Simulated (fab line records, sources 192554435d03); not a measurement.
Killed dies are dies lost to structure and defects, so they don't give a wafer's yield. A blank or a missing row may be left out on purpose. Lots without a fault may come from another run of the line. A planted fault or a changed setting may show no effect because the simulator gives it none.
A struck lot beside a sound one | flow n5_finfet | 16 steps out of a route of 1938
Sound: wafers L244.1, L244.5, L244.6. Struck: wafer L255.5. (L255.2 of the same lot was not struck and is left out.) The cause comes at the end.
At each step with rows: each side's tool, then ch and its chambers, then its first start. Under that, the readings that differ: sound wafers | struck wafers | difference of the means | sigmas: that difference in standard deviations of wafers without a fault.
alike: readings whose means differ by less than 2 such deviations, and words and numbers that are the same on both sides. not compared: withheld readings, readings that some wafer has no value for, bounds like >300 that may hide the same value, and numbers for which the record gives no deviation and whose values overlap.
The two part at a step that has a row with sigmas, a row that says differs or no value, or rows on one side only. Numbers that don't overlap but have no deviation are shown without sigmas and don't part them. A reading that every wafer of one side lacks parts them only if that side has two wafers or more.

N5_BEOL_M1_SPUTTER_90: material Cu, target thk 4.5 nm, time 8.29 s.
  sound on pvd_sputter-02, day 6 18:40; struck on pvd_sputter-03, day 9 20:26
  reading                | sound          | struck | difference | sigmas
  throttle_valve_pct (%) | 31.7 31.7 30.6 | 28.8   | -2.5       | -2
N5_BEOL_M1_ANNEAL_91: time 240 s.
  sound on pvd_sputter-02, day 6 18:45; struck on pvd_sputter-03, day 9 20:31
  alike: heater_power_w
then, 4 steps without rows for these wafers: N5_BEOL_M1_SPUTTER_92 (material Cu, target thk 4.5 nm, time 8.29 s); N5_BEOL_M1_ANNEAL_93 (time 240 s); N5_BEOL_M1_SPUTTER_94 (material Cu, target thk 4.5 nm, time 8.29 s); N5_BEOL_M1_ANNEAL_95 (time 240 s).
N5_BEOL_M1_SPUTTER_96: material Cu, target thk 4.5 nm, time 8.29 s.
  sound on pvd_sputter-02, day 6 19:20; struck on pvd_sputter-03, day 9 21:06
  reading                | sound          | struck | difference | sigmas
  throttle_valve_pct (%) | 31.4 31.2 30.7 | 28.5   | -2.6       | -2
then, 1 step without rows for these wafers: N5_BEOL_M1_ECD_50 (material Cu, target thk 300 nm).
N5_BEOL_M1_ANNEAL_51: time 90 s.
  sound on rtp_anneal-02 ch 0, day 6 19:31; struck on rtp_anneal-01 ch 0, day 9 21:20
  alike: wafer_temp_C_max
N5_BEOL_M1_CMP_52: polishes, stops on SiOC, t overpolish 6.8 s, target thk 40 nm.
  sound on cmp-04 ch 0,3, day 6 19:49; struck on cmp-01 ch 3, day 9 21:35
  reading                      | sound          | struck | difference | sigmas
  barrier_field_endpoint_s (s) | 25.4 25.0 24.7 | 26.7   | +1.7       | +2
  motor_current_A (A)          | 5.7 5.5 4.9    | 6.8    | +1.4       | +3
  time_to_endpoint_s (s)       | 63 61 62       | 69     | +7         | +2
  alike: overpolish_run_s, platen_rpm
  not compared: pad_life_wafers
N5_BEOL_M1_THK_MEAS_53: measures by xrf.
  sound on film_metro-02, day 6 20:07; struck on film_metro-02, day 9 21:53
  reading     | sound          | struck | difference | sigmas
  M1_THK (nm) | 38.6 39.2 39.7 | 42.9   | +3.7       | +2
then, 1 step without rows for these wafers: N5_BEOL_M1_PRE_CLEAN_60 (time 15 s).
N5_BEOL_M1_CO_CAP_55: material Co, precursor CCTBA/H2, target thk 2 nm, time 102.1 s.
  sound on cvd_co-01 ch 1,2, day 6 20:11; struck on cvd_co-01 ch 0, day 9 21:58
  reading                                   | sound             | struck | difference | sigmas
  run_length_s (s)                          | 125.3 125.5 125.1 | 93.7   | -31.6      | -63
  model.Co_of_BEOL_M1_CO_CAP_55.thk_nm (nm) | 2 2.2 2           | 1.6    | -0.5       |
  alike: heater_power_w
then, 1 step without rows for these wafers: N5_BEOL_M1_PRE_CLEAN_56 (time 15 s).
N5_BEOL_M4_RC_MEAS_101:
  sound on prober-01 ch 0, day 8 04:56; struck on prober-01 ch 0, day 11 12:42
  reading        | sound             | struck | difference | sigmas
  DIBL_N (mV/V)  | 37.5 41.6 37.1    | 34.7   | -4.0       | -2
  DIBL_P (mV/V)  | 34.8 40.0 34.8    | 32.0   | -4.5       | -2
  IOFF_N (nA/um) | 0.178 0.289 0.187 | 0.118  | -0.100     | -3
  IOFF_P (nA/um) | 0.23 0.35 0.23    | 0.15   | -0.12      | -3
  ION_N (uA/um)  | 680 701 672       | 653    | -31        | -3
  ION_P (uA/um)  | 467 475 460       | 445    | -22        | -3
  SS_N (mV/dec)  | 72.1 73.2 72.3    | 70.9   | -1.6       | -3
  SS_P (mV/dec)  | 73.2 74.9 73.1    | 72.0   | -1.7       | -3
  alike: VT_N, VT_P
-- the record jumps here: 5 days lie between the struck wafers' starts before and after (it left off in module BEOL_M4 and takes up again in module PASSIVATION, whose first step shown is number 1936 of the route) --
N5_PASSIVATION_PROBE_49:
  the record has rows for the struck wafers here (prober-02, day 16 04:41) and none for the sound ones

WHERE THEY PART
First at N5_BEOL_M1_SPUTTER_90; last, within this record, at N5_PASSIVATION_PROBE_49.

WHY: what the simulator had put in
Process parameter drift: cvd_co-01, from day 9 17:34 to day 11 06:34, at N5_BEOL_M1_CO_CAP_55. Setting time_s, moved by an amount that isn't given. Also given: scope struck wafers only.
